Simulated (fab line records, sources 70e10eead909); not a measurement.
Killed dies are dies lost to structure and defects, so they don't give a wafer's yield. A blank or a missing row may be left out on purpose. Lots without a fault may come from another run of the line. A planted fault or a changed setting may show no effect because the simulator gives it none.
fab line records | flow nand_harc
record lots=24 wafers=72 last_day=24
route steps=1159 shown A_STAIRCASE@618
lots that met no fault: from a run of the same line without faults
start_h: hours from the record's first day to the start of the lot's first wafer shown | wait_h: hours since the lot's step before | " the same as in the row above | L1.1+2: a row that stands for several wafers | - no value, or no start given | * or withheld: withheld | < > ~ a bound
route shown NAME@n: a module of which the file shows steps, and the number in the route of the first | usual: mean/standard deviation of fault-free wafers | same: alike in all rows | chamber/n: place in a boat | sites: the reading at each site | _std_site: their standard deviation | _edge_site: outer sites' mean less inner sites' | radius_mm: how far each site lies from the wafer's centre | mask NAME#n: copy n | behind: the tool/chamber that last shaped the wafer | hold: why the lot was held/for how many hours/how that ended | device: the transistor (n, p or np) that didn't switch | end of line: the same wafers' tests at the end of the route | a step without rows: its recipe alone | killed: dies lost to structure and defects at the first sort, not the wafer's yield | map: a wafer's dies, x killed, . not, _ none there
set.NAME: the setting as run; set.NAME@STEP: as run at that earlier step | model.NAME: the simulator's own value behind a step, which no gauge read
steps of the route over a sample of lots; a table a step, a row a wafer
services: from which hour (start_h, from the record's first day; less than 0 if before it) a tool's chamber was out of use, for how many hours, and why
## steps
# step NHARC_A_STAIRCASE_TRIM_224
# recipe time_s=211.2 o2_flow_sccm=500 ar_flow_sccm=0 bias_w=0 chemistry=O2
# usual drypump_motor_current_A=5.7/0.38 oes_product_au=1.001/0.0097 rf_vpp_V=57.8/0.83 showerhead_plenum_p_Torr=3.49/0.15 throttle_valve_pct=17.037/0.0097
# columns lot.wafer tool chamber start_h wait_h drypump_motor_current_A oes_product_au rf_hours_counter_h rf_vpp_V showerhead_plenum_p_Torr throttle_valve_pct
L074.1 rie_diel-13 1 - - 5.6 1.007 49 58.3 3.55 17.030
L074.4 " 3 " " 5.7 1.006 53 59.1 3.59 17.025
L074.3 " 0 " " 5.1 1.010 53 58.1 3.38 17.042
L075.4 rie_diel-02 2 - - 5.4 1.009 25 57.8 3.69 17.027
L075.3 " 0 " " 6.4 1.005 31 58.1 3.32 17.035
L075.5 " 2 " " 5.4 1.005 - 58.7 3.69 17.054
L076.1 rie_diel-13 2 - - 5.7 1.005 57 57.4 3.40 17.036
L076.2 " 3 " " 5.7 1.002 56 57.3 3.58 17.042
L076.6 " 1 " " 5.6 0.991 - 57.7 3.55 17.029
L078.3 rie_diel-06 0 - - 5.1 1.010 2 57.4 3.42 17.034
L078.1 " 1 " " 6.0 1.015 2 59.1 3.56 17.039
L078.6 " 3 " " 6.0 0.984 - 57.4 3.30 17.051
L077.1 rie_diel-13 2 - - 5.8 0.988 61 57.4 3.40 17.060
L077.4 " 3 " " 5.7 1.003 60 58.7 3.58 17.012
L077.2 " 0 " " 5.1 1.006 60 58.5 3.38 17.044
L079.1 rie_diel-02 1 - - 5.9 1.008 45 57.6 3.53 17.030
L079.3 " 2 " " 5.4 1.012 34 59.7 3.69 17.055
L079.5 " 0 " " 6.4 1.005 - 57.0 3.32 17.038
L080.4 rie_diel-06 0 - - 5.1 1.001 9 57.9 3.42 17.032
L080.1 " 1 " " 6.0 1.013 8 57.8 3.56 17.035
L080.5 " 2 " " 5.4 1.006 - 58.6 3.80 17.045
L081.4 rie_diel-02 1 - - 6.0 0.998 50 57.4 3.53 17.046
L081.3 " 2 " " 5.4 1.008 39 58.4 3.68 17.015
L081.2 " 3 " " 5.9 1.002 48 58.2 3.60 17.027
L082.1 rie_diel-02 0 - - 6.4 0.998 51 54.8 3.31 17.056
L082.4 " 2 " " 5.4 1.015 44 56.5 3.68 17.051
L082.2 " 3 " " 5.9 1.013 53 59.0 3.60 17.029
L083.2 rie_diel-02 1 - - 5.9 0.997 55 56.9 3.52 17.045
L083.1 " 2 " " 5.4 1.010 44 57.7 3.68 17.031
L083.5 " 1 " " 5.9 0.990 - 57.7 3.53 17.021
L084.3 rie_diel-06 0 - - 5.1 0.999 17 58.3 3.41 17.019
L084.4 " 2 " " 5.4 0.992 16 58.4 3.80 17.042
L084.5 " 1 " " 6.0 1.015 - 58.3 3.56 17.030
L088.4 rie_diel-06 0 - - 5.1 0.992 25 57.1 3.41 17.028
L088.2 " 2 " " 5.4 1.000 22 57.7 3.80 17.044
L088.3 " 3 " " 6.0 0.997 23 57.1 3.29 17.025
L087.3 rie_diel-06 1 - - 6.0 1.001 26 58.5 3.55 17.042
L087.2 " 3 " " 6.0 0.990 24 56.8 3.29 17.039
L087.5 " 2 " " 5.5 1.005 - 57.3 3.79 17.040
L086.3 rie_diel-06 0 - - 5.1 0.990 27 58.6 3.41 17.038
L086.1 " 2 " " 5.4 0.992 24 57.2 3.79 17.031
L086.5 " 0 " " 5.1 0.987 - 58.4 3.41 17.040
L089.4 rie_diel-02 3 - - 5.9 1.013 62 57.8 3.60 17.045
L089.5 " 0 " " 6.4 0.999 - 57.8 3.31 17.039
L089.6 " 1 " " 5.9 0.998 - 58.5 3.52 17.040
L085.3 rie_diel-06 3 - - 6.0 0.989 26 58.7 3.29 17.044
L085.4 " 1 " " 6.1 1.018 28 57.1 3.55 17.048
L085.5 " 2 " " 5.4 0.996 - 57.9 3.79 17.043
L090.2 rie_diel-02 3 - - 5.9 1.025 3 57.3 3.59 17.054
L090.4 " 2 " " 5.4 1.015 2 57.0 3.67 17.033
L090.6 " 0 " " 6.4 1.001 - 56.7 3.30 17.036
L091.1 rie_diel-02 1 - - 6.0 0.991 3 57.7 3.52 17.052
L091.2 " 3 " " 5.9 1.020 4 59.7 3.59 17.035
L091.6 " 1 " " 6.0 1.003 - 56.7 3.52 17.045
L092.3 rie_diel-13 1 - - 5.6 0.987 24 58.0 3.53 17.036
L092.2 " 3 " " 5.7 0.991 21 56.8 3.57 17.055
L092.6 " 0 " " 5.1 0.994 - 58.2 3.36 17.038
L093.1 rie_diel-13 3 - - 5.7 1.003 23 58.7 3.57 17.034
L093.3 " 0 " " 5.1 0.994 23 57.3 3.36 17.030
L093.5 " 2 " " 5.6 1.002 - 58.8 3.39 17.051
L094.2 rie_diel-06 3 - - 6.0 0.984 38 57.7 3.29 17.040
L094.4 " 1 " " 6.0 0.996 38 58.3 3.54 17.035
L094.6 " 2 " " 5.4 1.006 - 58.9 3.79 17.031
L097.2 rie_diel-06 1 - - 6.0 1.026 41 57.8 3.54 17.043
L097.1 " 0 " " 5.1 0.985 43 56.3 3.40 17.045
L097.5 " 1 " " 6.0 1.017 - 58.6 3.54 17.046
L096.4 rie_diel-13 2 - - 5.7 0.993 32 57.8 3.38 17.033
L096.3 " 3 " " 5.7 1.008 30 59.2 3.56 17.052
L096.5 " 2 " " 5.7 1.002 - 57.8 3.38 17.036
L095.4 rie_diel-06 3 - - 6.0 0.995 46 57.5 3.28 17.042
L095.1 " 2 " " 5.5 1.001 42 57.9 3.78 17.030
L095.6 " 0 " " 5.1 0.992 - 58.2 3.39 17.040
# step NHARC_A_STAIRCASE_ETCH_234
# recipe target_depth_a=1000 time_s=40.5 ion_energy_ev=400 c4f8_flow_sccm=20 o2_flow_sccm=10 ar_flow_sccm=withheld rf_w=600 bias_w=1000 chemistry=C4F8/O2
# usual oes_product_au=0.947/0.017 rf_vpp_V=895/5.6
# columns lot.wafer tool chamber start_h wait_h oes_product_au rf_hours_counter_h rf_vpp_V
L074.1 rie_diel-13 2 - - 0.948 55 891
L074.3 " 3 " " 0.943 54 899
L074.4 " 1 " " 0.959 49 897
L075.4 rie_diel-02 1 - - 0.936 38 895
L075.3 " 0 " " 0.942 33 890
L075.5 " 2 " " 0.943 - 902
L076.1 rie_diel-02 1 - - 0.954 39 896
L076.2 " 0 " " 0.943 33 887
L076.6 " 2 " " 0.961 - 902
L078.1 rie_diel-06 0 - - 0.951 3 891
L078.3 " 2 " " 0.952 3 906
L078.6 " 0 " " 0.955 - 891
L077.1 rie_diel-02 2 - - 0.979 31 901
L077.4 " 3 " " 0.971 39 898
L077.2 " 1 " " 0.948 42 896
L079.3 rie_diel-02 1 - - 0.924 45 895
L079.1 " 3 " " 0.938 44 899
L079.5 " 0 " " 0.935 - 889
L080.4 rie_diel-02 0 - - 0.941 46 889
L080.1 " 2 " " 0.951 40 901
L080.5 " 1 " " 0.926 - 896
L081.3 rie_diel-02 0 - - 0.949 47 888
L081.2 " 2 " " 0.943 40 901
L081.4 " 3 " " 0.954 48 900
L082.4 rie_diel-13 3 - - 0.927 5 899
L082.2 " 0 " " 0.942 4 890
L082.1 " 2 " " 0.919 5 891
L083.1 rie_diel-02 3 - - 0.949 54 898
L083.2 " 0 " " 0.946 52 889
L083.5 " 3 " " 0.959 - 899
L084.4 rie_diel-06 3 - - 0.948 16 887
L084.3 " 1 " " 0.952 17 897
L084.5 " 3 " " 0.955 - 886
L088.3 rie_diel-06 0 - - 0.934 26 891
L088.4 " 1 " " 0.946 25 897
L088.2 " 2 " " 0.936 23 905
L087.3 rie_diel-13 2 - - 0.937 13 890
L087.2 " 0 " " 0.959 12 890
L087.5 " 2 " " 0.934 - 890
L086.1 rie_diel-06 2 - - 0.921 25 905
L086.3 " 0 " " 0.911 28 892
L086.5 " 1 " " 0.927 - 897
L089.4 rie_diel-06 3 327.89 - 0.993 25 887
L089.5 " 2 " " 0.981 - 905
L089.6 " 3 " " 0.994 - 887
L085.4 rie_diel-06 2 - - 0.951 26 906
L085.3 " 3 " " 0.937 26 887
L085.5 " 1 " " 0.950 - 895
L090.2 rie_diel-02 3 - - 0.974 3 900
L090.4 " 1 " " 0.928 3 895
L090.6 " 0 " " 0.931 - 889
L091.1 rie_diel-06 2 - - 0.952 33 905
L091.2 " 1 " " 0.959 35 897
L091.6 " 3 " " 0.948 - 887
L092.3 rie_diel-13 2 - - 0.938 25 891
L092.2 " 0 " " 0.952 23 890
L092.6 " 2 " " 0.939 - 890
L093.3 rie_diel-06 1 - - 0.953 36 896
L093.1 " 2 " " 0.937 34 904
L093.5 " 2 " " 0.943 - 905
L094.4 rie_diel-02 0 - - 0.923 11 887
L094.2 " 1 " " 0.917 10 896
L094.6 " 0 " " 0.924 - 887
L097.2 rie_diel-02 3 - - 0.985 12 900
L097.1 " 2 " " 0.969 11 901
L097.5 " 0 " " 0.951 - 887
L096.4 rie_diel-13 0 - - 0.941 32 892
L096.3 " 2 " " 0.936 33 892
L096.5 " 0 " " 0.926 - 891
L095.1 rie_diel-06 2 - - 0.953 43 906
L095.4 " 0 " " 0.959 49 891
L095.6 " 3 " " 0.932 - 887
# step NHARC_A_STAIRCASE_ETCH_236
# recipe target_depth_a=1000 time_s=40.5 ion_energy_ev=400 c4f8_flow_sccm=20 o2_flow_sccm=10 ar_flow_sccm=withheld rf_w=600 bias_w=1000 chemistry=C4F8/O2
# usual oes_product_au=0.944/0.012 rf_vpp_V=895/5.8
# columns lot.wafer tool chamber start_h wait_h oes_product_au rf_hours_counter_h rf_vpp_V
L074.1 rie_diel-13 3 - - 0.954 54 898
L074.3 " 0 " " 0.943 53 890
L074.4 " 1 " " 0.949 49 896
L075.3 rie_diel-02 0 - - 0.943 33 888
L075.4 " 2 " " 0.936 28 903
L075.5 " 0 " " 0.946 - 888
L076.2 rie_diel-02 3 - - 0.940 36 899
L076.1 " 0 " " 0.942 33 889
L076.6 " 3 " " 0.941 - 899
L078.3 rie_diel-06 2 - - 0.955 3 905
L078.1 " 3 " " 0.925 3 888
L078.6 " 3 " " 0.923 - 889
L077.1 rie_diel-02 0 - - 0.936 37 887
L077.4 " 2 " " 0.970 31 902
L077.2 " 3 " " 0.953 39 900
L079.1 rie_diel-02 3 - - 0.942 44 898
L079.3 " 0 " " 0.947 42 888
L079.5 " 3 " " 0.944 - 899
L080.1 rie_diel-02 2 - - 0.949 40 901
L080.4 " 3 " " 0.950 48 899
L080.5 " 1 " " 0.933 - 896
L081.3 rie_diel-02 1 - - 0.943 51 896
L081.2 " 2 " " 0.943 40 901
L081.4 " 3 " " 0.947 48 899
L082.2 rie_diel-13 0 - - 0.940 4 891
L082.4 " 1 " " 0.949 4 897
L082.1 " 2 " " 0.915 5 889
L083.2 rie_diel-02 2 - - 0.954 44 901
L083.1 " 3 " " 0.937 54 898
L083.5 " 1 " " 0.947 - 895
L084.4 rie_diel-06 1 - - 0.952 17 898
L084.3 " 0 " " 0.937 18 893
L084.5 " 1 " " 0.941 - 898
L088.4 rie_diel-06 3 - - 0.941 24 887
L088.2 " 0 " " 0.949 26 892
L088.3 " 1 " " 0.959 25 898
L087.2 rie_diel-13 0 - - 0.963 13 891
L087.3 " 2 " " 0.940 13 892
L087.5 " 1 " " 0.952 - 894
L086.1 rie_diel-06 0 - - 0.921 28 892
L086.3 " 2 " " 0.929 25 906
L086.5 " 0 " " 0.925 - 891
L089.4 rie_diel-06 0 - - 0.975 29 891
L089.5 " 3 " " 0.956 - 887
L089.6 " 0 " " 0.975 - 892
L085.3 rie_diel-06 1 - - 0.967 28 896
L085.4 " 3 " " 0.930 26 887
L085.5 " 2 " " 0.948 - 905
L090.2 rie_diel-02 1 - - 0.929 3 895
L090.4 " 2 " " 0.934 3 902
L090.6 " 0 " " 0.942 - 888
L091.1 rie_diel-06 3 - - 0.942 35 887
L091.2 " 0 " " 0.931 38 892
L091.6 " 2 " " 0.945 - 906
L092.2 rie_diel-13 2 - - 0.947 25 891
L092.3 " 0 " " 0.937 23 889
L092.6 " 1 " " 0.946 - 897
L093.3 rie_diel-06 3 - - 0.933 36 886
L093.1 " 1 " " 0.958 36 897
L093.5 " 2 " " 0.950 - 905
L094.4 rie_diel-02 1 - - 0.928 10 896
L094.2 " 2 " " 0.938 10 901
L094.6 " 0 " " 0.938 - 887
L097.2 rie_diel-02 0 - - 0.946 13 888
L097.1 " 3 " " 0.962 12 898
L097.5 " 1 " " 0.938 - 895
L096.4 rie_diel-13 3 - - 0.939 32 897
L096.3 " 1 " " 0.954 35 895
L096.5 " 3 " " 0.946 - 898
L095.1 rie_diel-06 3 - - 0.937 48 886
L095.4 " 0 " " 0.944 49 892
L095.6 " 2 " " 0.931 - 905
# step NHARC_A_STAIRCASE_STRIP_254
# recipe power_w=1500 temp_c=250 chemistry=O2
# usual drypump_motor_current_A=5.8/0.59 heater_power_w=334/24
# columns lot.wafer tool chamber start_h wait_h drypump_motor_current_A heater_power_w rf_hours_counter_h
L074.1 plasma_asher-02 1 240.59 - 6.7 319 16
L074.3 " 0 " " 5.3 350 -
L074.4 " 1 " " 6.7 323 -
L075.3 plasma_asher-01 0 252.63 - 5.5 301 -
L075.4 " 1 " " 5.4 358 -
L075.5 " 0 " " 5.5 291 -
L076.2 plasma_asher-02 0 253.14 - 5.4 333 18
L076.1 " 1 " " 6.7 329 18
L076.6 " 0 " " 5.3 344 -
L078.1 plasma_asher-02 0 263.06 - 5.3 341 22
L078.3 " 0 " " 5.3 344 -
L078.6 " 0 " " 5.3 350 -
L077.1 plasma_asher-01 0 263.75 - 5.5 301 53
L077.2 " 1 " " 5.3 367 53
L077.4 " 0 " " 5.5 300 -
L079.1 plasma_asher-02 1 274.94 - 6.7 322 26
L079.3 " 1 " " 6.7 325 -
L079.5 " 0 " " 5.3 343 -
L080.1 plasma_asher-02 1 283.49 - 6.7 322 30
L080.4 " 1 " " 6.7 317 -
L080.5 " 0 " " 5.4 345 -
L081.2 plasma_asher-02 1 284.15 - 6.7 328 31
L081.3 " 0 " " 5.3 348 -
L081.4 " 1 " " 6.7 318 -
L082.2 plasma_asher-02 0 294.30 - 5.3 338 35
L082.1 " 1 " " 6.7 314 35
L082.4 " 0 " " 5.3 351 -
L083.2 plasma_asher-02 0 294.59 - 5.4 346 35
L083.1 " 1 " " 6.7 316 35
L083.5 " 1 " " 6.7 328 -
L084.4 plasma_asher-02 0 299.66 - 5.3 346 -
L084.3 " 1 " " 6.7 322 -
L084.5 " 0 " " 5.4 337 -
L088.2 plasma_asher-02 0 322.51 - 5.4 342 41
L088.3 " 0 " " 5.4 334 -
L088.4 " 1 " " 6.7 326 -
L087.2 plasma_asher-01 1 324.90 - 5.3 371 10
L087.3 " 0 " " 5.5 306 -
L087.5 " 0 " " 5.5 313 -
L086.1 plasma_asher-01 1 326.79 - 5.3 373 10
L086.3 " 0 " " 5.5 312 -
L086.5 " 0 " " 5.5 312 -
L089.4 plasma_asher-01 0 330.16 - 5.5 300 -
L089.5 " 1 " " 5.3 367 -
L089.6 " 0 " " 5.5 302 -
L085.3 plasma_asher-02 1 332.56 - 6.7 321 -
L085.4 " 0 " " 5.3 342 -
L085.5 " 1 " " 6.7 317 -
L090.2 plasma_asher-01 0 348.51 - 5.5 309 17
L090.4 " 0 " " 5.5 301 -
L090.6 " 0 " " 5.5 309 -
L091.1 plasma_asher-01 0 350.15 - 5.5 306 17
L091.2 " 1 " " 5.4 384 17
L091.6 " 1 " " 5.3 369 -
L092.2 plasma_asher-02 1 351.83 - 6.7 317 51
L092.3 " 1 " " 6.7 326 -
L092.6 " 1 " " 6.7 320 -
L093.1 plasma_asher-02 1 354.28 - 6.7 323 51
L093.3 " 0 " " 5.3 337 -
L093.5 " 1 " " 6.7 319 -
L094.2 plasma_asher-01 0 368.47 - 5.5 294 29
L094.4 " 0 " " 5.5 295 -
L094.6 " 1 " " 5.3 362 -
L097.2 plasma_asher-01 0 373.17 - 5.5 308 32
L097.1 " 1 " " 5.3 373 32
L097.5 " 1 " " 5.3 373 -
L096.4 plasma_asher-01 1 376.32 - 5.4 378 -
L096.3 " 0 " " 5.5 308 -
L096.5 " 0 " " 5.5 302 -
L095.1 plasma_asher-02 0 387.57 - 5.3 333 7
L095.4 " 0 " " 5.3 329 -
L095.6 " 1 " " 6.7 339 -
# step NHARC_A_STAIRCASE_DESCUM_291
# recipe time_s=3 o2_flow_sccm=200 ar_flow_sccm=0 bias_power_w=0 chemistry=O2
# usual drypump_motor_current_A=5.6/0.36 oes_product_au=1.001/0.011 rf_vpp_V=57.7/1 showerhead_plenum_p_Torr=1.89/0.08 throttle_valve_pct=11.310/0.0088
# columns lot.wafer tool chamber start_h wait_h drypump_motor_current_A oes_product_au rf_hours_counter_h rf_vpp_V showerhead_plenum_p_Torr throttle_valve_pct
L074.3 rie_diel-13 0 245.37 - 5.1 1.015 55 57.3 1.83 11.305
L074.1 " 2 " " 5.6 1.016 56 58.6 1.84 11.308
L074.4 " 3 " " 5.7 1.018 55 58.6 1.95 11.325
L075.4 rie_diel-02 2 257.14 - 5.4 1.017 30 57.0 2.01 11.295
L075.3 " 0 " " 6.4 1.016 35 56.5 1.79 11.316
L075.5 " 3 " " 5.9 1.010 - 59.3 1.96 11.303
L076.1 rie_diel-06 3 257.38 - 6.0 0.979 1 57.6 1.78 11.317
L076.2 " 0 " " 5.1 1.000 1 58.0 1.85 11.322
L076.6 " 2 " " 5.5 1.001 - 58.2 2.08 11.313
L078.3 rie_diel-13 3 267.03 - 5.7 1.010 61 57.7 1.94 11.300
L078.1 " 2 " " 5.7 0.992 62 55.1 1.84 11.302
L078.6 " 0 " " 5.1 1.000 - 58.5 1.83 11.318
L077.4 rie_diel-06 3 267.98 - 6.0 0.983 5 57.0 1.78 11.309
L077.1 " 0 " " 5.1 1.005 4 58.0 1.85 11.315
L077.2 " 2 " " 5.4 1.007 4 59.2 2.08 11.311
L079.1 rie_diel-06 1 279.44 - 6.0 1.009 8 59.2 1.93 11.314
L079.3 " 2 " " 5.5 1.014 8 58.0 2.07 11.323
L079.5 " 0 " " 5.1 1.012 - 57.1 1.85 11.308
L080.1 rie_diel-02 2 287.14 - 5.4 1.007 42 57.8 2.00 11.329
L080.4 " 1 " " 5.9 1.006 53 59.0 1.91 11.307
L080.5 " 3 " " 5.9 1.004 - 57.8 1.96 11.318
L081.4 rie_diel-13 1 287.85 - 5.6 1.002 1 57.2 1.92 11.309
L081.2 " 2 " " 5.7 0.985 2 56.4 1.84 11.311
L081.3 " 3 " " 5.7 1.005 2 58.5 1.94 11.316
L082.2 rie_diel-06 0 298.42 - 5.2 0.989 18 57.3 1.85 11.319
L082.4 " 1 " " 6.0 1.011 17 56.1 1.93 11.300
L082.1 " 3 " " 6.0 0.985 16 57.6 1.78 11.316
L083.2 rie_diel-02 1 300.33 - 6.0 1.011 56 56.3 1.91 11.313
L083.1 " 0 " " 6.4 1.010 53 56.6 1.79 11.313
L083.5 " 2 " " 5.4 1.010 - 57.2 2.00 11.322
L084.4 rie_diel-02 2 308.86 - 5.4 1.019 48 56.5 2.00 11.304
L084.3 " 3 " " 5.9 1.012 56 56.2 1.95 11.310
L084.5 " 3 " " 5.9 1.004 - 56.8 1.95 11.316
L088.4 rie_diel-13 1 326.14 - 5.6 1.011 14 56.6 1.92 11.302
L088.3 " 2 " " 5.7 0.988 14 55.2 1.83 11.326
L088.2 " 3 " " 5.7 1.005 13 57.4 1.94 11.306
L087.3 rie_diel-13 3 328.62 - 5.7 0.991 14 56.9 1.94 11.309
L087.2 " 2 " " 5.7 0.997 15 59.1 1.83 11.310
L087.5 " 3 " " 5.7 0.994 - 57.6 1.94 11.311
L086.1 rie_diel-13 1 330.46 - 5.5 0.987 16 58.7 1.92 11.314
L086.3 " 0 " " 5.1 0.985 15 58.0 1.82 11.320
L086.5 " 1 " " 5.6 1.002 - 58.3 1.92 11.315
L089.4 rie_diel-06 1 333.63 - 6.1 1.017 28 58.0 1.93 11.324
L089.6 " 0 " " 5.1 0.993 - 57.8 1.84 11.301
L089.5 " 1 " " 6.0 1.018 - 57.9 1.93 11.294
L085.3 rie_diel-13 2 336.05 - 5.7 0.986 19 57.1 1.83 11.313
L085.4 " 3 " " 5.7 0.992 16 57.3 1.94 11.318
L085.5 " 3 " " 5.7 0.991 - 58.3 1.94 11.306
L090.2 rie_diel-02 3 352.20 - 5.9 1.019 5 59.3 1.95 11.299
L090.4 " 0 " " 6.4 1.000 5 58.1 1.78 11.312
L090.6 " 3 " " 5.9 1.024 - 56.7 1.95 11.330
L091.2 rie_diel-06 3 353.83 - 6.0 0.997 36 57.8 1.77 11.305
L091.1 " 2 " " 5.4 1.001 35 59.2 2.06 11.309
L091.6 " 0 " " 5.1 0.994 - 57.4 1.84 11.304
L092.3 rie_diel-06 3 355.68 - 6.0 0.995 37 56.5 1.77 11.309
L092.2 " 0 " " 5.1 0.988 39 57.6 1.84 11.322
L092.6 " 0 " " 5.1 0.975 - 56.3 1.84 11.302
L093.3 rie_diel-13 2 359.72 - 5.7 0.987 29 58.8 1.83 11.309
L093.1 " 3 " " 5.7 1.006 26 57.7 1.93 11.339
L093.5 " 3 " " 5.8 0.996 - 57.8 1.93 11.318
L094.2 rie_diel-06 0 373.78 - 5.1 0.991 45 57.0 1.84 11.327
L094.6 " 0 " " 5.1 0.984 - 56.5 1.84 11.302
L094.4 " 1 " " 6.0 1.018 - 58.4 1.92 11.317
L097.2 rie_diel-13 0 379.53 - 5.1 0.993 35 56.4 1.81 11.324
L097.1 " 1 " " 5.6 1.015 36 56.6 1.91 11.313
L097.5 " 3 " " 5.7 1.002 - 59.5 1.93 11.308
L096.4 rie_diel-06 2 383.29 - 5.4 1.011 42 59.1 2.06 11.313
L096.3 " 3 " " 6.0 0.999 46 57.0 1.77 11.321
L096.5 " 0 " " 5.1 0.989 - 57.2 1.84 11.310
L095.1 rie_diel-13 2 391.12 - 5.7 0.988 39 56.3 1.83 11.311
L095.4 " 0 " " 5.1 0.990 40 55.1 1.81 11.302
L095.6 " 3 " " 5.7 1.001 - 59.5 1.93 11.313
# step NHARC_A_STAIRCASE_DESCUM_312
# recipe time_s=3 o2_flow_sccm=200 ar_flow_sccm=0 bias_power_w=0 chemistry=O2
# usual drypump_motor_current_A=5.7/0.39 oes_product_au=1.001/0.012 rf_vpp_V=57.7/0.94 showerhead_plenum_p_Torr=1.89/0.087 throttle_valve_pct=11.311/0.0082
# columns lot.wafer tool chamber start_h wait_h drypump_motor_current_A oes_product_au rf_hours_counter_h rf_vpp_V showerhead_plenum_p_Torr throttle_valve_pct
L074.3 rie_diel-13 2 250.59 - 5.7 1.001 59 58.5 1.84 11.294
L074.4 " 0 " " 5.1 1.020 58 56.6 1.83 11.305
L074.1 " 1 " " 5.6 1.005 54 58.5 1.93 11.310
L076.2 rie_diel-06 2 263.11 - 5.5 1.003 3 58.5 2.08 11.313
L076.1 " 1 " " 6.0 1.003 2 58.4 1.93 11.303
L076.6 " 3 " " 6.0 0.980 - 58.2 1.78 11.314
L075.4 rie_diel-02 0 263.28 - 6.4 1.013 37 56.6 1.79 11.309
L075.3 " 1 " " 5.9 0.998 42 56.9 1.92 11.306
L075.5 " 0 " " 6.4 0.997 - 56.6 1.79 11.309
L078.1 rie_diel-06 2 272.36 - 5.4 1.003 6 59.2 2.07 11.314
L078.3 " 0 " " 5.1 1.007 6 57.3 1.85 11.320
L078.6 " 2 " " 5.4 1.000 - 59.5 2.07 11.300
L077.2 rie_diel-06 1 272.94 - 6.0 1.015 5 57.2 1.93 11.307
L077.1 " 2 " " 5.5 1.013 6 58.9 2.07 11.309
L077.4 " 3 " " 6.0 0.984 7 58.0 1.78 11.325
L079.1 rie_diel-06 0 284.74 - 5.1 0.997 12 57.0 1.85 11.319
L079.3 " 2 " " 5.4 1.006 10 56.2 2.07 11.307
L079.5 " 0 " " 5.1 1.000 - 57.2 1.85 11.317
L080.1 rie_diel-13 2 292.25 - 5.7 0.988 5 57.5 1.84 11.302
L080.4 " 3 " " 5.7 0.991 5 58.6 1.94 11.322
L080.5 " 1 " " 5.6 1.002 - 58.4 1.92 11.311
L081.3 rie_diel-02 1 293.01 - 6.0 0.996 55 57.4 1.91 11.314
L081.2 " 2 " " 5.4 1.009 44 56.7 2.00 11.326
L081.4 " 0 " " 6.4 0.998 52 58.1 1.79 11.310
L082.1 rie_diel-13 3 310.71 - 5.7 1.012 7 57.9 1.94 11.309
L082.4 " 1 " " 5.6 1.016 7 58.0 1.92 11.321
L082.2 " 2 " " 5.7 0.993 8 57.4 1.84 11.322
L083.1 rie_diel-06 3 311.99 - 6.0 1.001 19 55.5 1.78 11.315
L083.2 " 0 " " 5.1 1.000 21 56.2 1.84 11.313
L083.5 " 3 " " 6.0 0.992 - 58.3 1.78 11.311
L084.3 rie_diel-02 2 315.19 - 5.4 1.020 51 59.5 2.00 11.311
L084.4 " 0 " " 6.4 1.001 56 58.0 1.79 11.317
L084.5 " 2 " " 5.4 1.025 - 57.9 2.00 11.291
L088.3 rie_diel-13 2 332.32 - 5.7 0.983 16 59.0 1.83 11.303
L088.4 " 3 " " 5.7 0.997 15 58.4 1.94 11.306
L088.2 " 1 " " 5.6 1.003 17 56.3 1.92 11.299
L087.3 rie_diel-13 0 334.16 - 5.1 0.998 16 56.9 1.82 11.312
L087.2 " 2 " " 5.7 0.994 17 56.2 1.83 11.298
L087.5 " 1 " " 5.6 1.000 - 56.6 1.92 11.312
L086.1 rie_diel-06 2 335.70 - 5.4 0.996 28 59.6 2.07 11.299
L086.3 " 1 " " 6.0 1.016 30 57.4 1.92 11.333
L086.5 " 2 " " 5.4 1.003 - 58.3 2.07 11.304
L089.4 rie_diel-02 1 341.62 - 5.9 0.993 1 58.9 1.91 11.308
L089.6 " 3 " " 5.9 1.017 - 57.9 1.95 11.316
L089.5 " 0 " " 6.4 1.003 - 56.8 1.78 11.309
L085.3 rie_diel-13 0 341.75 - 5.1 0.997 19 56.2 1.82 11.307
L085.4 " 2 " " 5.6 0.981 21 56.3 1.83 11.325
L085.5 " 0 " " 5.1 0.992 - 57.6 1.82 11.312
L090.2 rie_diel-02 0 359.17 - 6.4 1.006 9 56.6 1.78 11.308
L090.4 " 2 " " 5.4 1.012 8 58.4 2.00 11.297
L090.6 " 0 " " 6.4 0.999 - 57.2 1.78 11.303
L091.1 rie_diel-06 1 362.37 - 6.0 1.002 40 58.9 1.92 11.304
L091.2 " 3 " " 6.0 0.984 39 57.2 1.77 11.297
L091.6 " 0 " " 5.1 0.986 - 57.3 1.84 11.326
L092.2 rie_diel-06 0 366.26 - 5.1 0.979 43 57.1 1.84 11.305
L092.3 " 3 " " 6.0 0.995 40 58.2 1.77 11.318
L092.6 " 1 " " 6.0 1.016 - 57.8 1.92 11.323
L093.1 rie_diel-06 1 369.91 - 6.0 1.005 41 57.8 1.92 11.311
L093.3 " 3 " " 6.0 0.990 41 56.5 1.77 11.310
L093.5 " 1 " " 6.0 1.013 - 58.2 1.92 11.315
L094.4 rie_diel-02 1 381.79 - 6.0 0.979 17 58.1 1.90 11.310
L094.2 " 3 " " 5.9 1.025 16 59.4 1.95 11.308
L094.6 " 2 " " 5.4 1.008 - 58.3 1.99 11.310
L097.2 rie_diel-02 3 384.86 - 5.9 1.025 17 56.1 1.95 11.311
L097.1 " 2 " " 5.4 1.008 18 58.6 1.99 11.310
L097.5 " 3 " " 5.9 1.017 - 59.3 1.95 11.319
L096.3 rie_diel-02 3 390.38 - 5.9 1.023 18 57.6 1.95 11.315
L096.4 " 1 " " 5.9 0.993 20 57.1 1.90 11.307
L096.5 " 0 " " 6.4 1.006 - 58.7 1.78 11.295
L095.1 rie_diel-06 1 396.82 - 6.0 1.000 51 57.7 1.92 11.324
L095.6 " 2 " " 5.5 0.994 - 58.1 2.06 11.319
L095.4 " 0 " " 5.1 0.991 - 59.1 1.83 11.302
## services
# columns tool chamber start_h hours kind
rie_diel-06 0 220.81 - clean
rie_diel-06 1 220.81 - clean
rie_diel-06 2 220.81 - clean
rie_diel-06 3 220.81 - clean
rie_diel-13 1 221.55 8.9 repair
rie_diel-06 3 225.42 3.6 repair
rie_diel-06 - 241.55 9.0 pm
rie_diel-06 0 241.55 9.0 vent_cycle
rie_diel-06 1 241.55 13.4 vent_cycle
rie_diel-06 2 241.55 9.0 vent_cycle
rie_diel-06 3 241.55 9.0 vent_cycle
rie_diel-06 0 250.55 - clean
rie_diel-06 2 250.55 - clean
rie_diel-06 2 250.55 - consumable_replace:showerhead
rie_diel-06 3 250.55 - clean
rie_diel-13 - 276.02 9.0 pm
plasma_asher-01 - 276.74 9.0 pm
rie_diel-02 - 327.89 9.0 pm
plasma_asher-02 - 358.23 0.5 repair
plasma_asher-02 - 361.22 9.0 pm
rie_diel-06 2 362.27 12.3 repair
plasma_asher-01 - 383.85 9.2 repair
rie_diel-06 3 388.05 109.3 repair
rie_diel-02 - 392.47 0.8 repair
## key
fault none
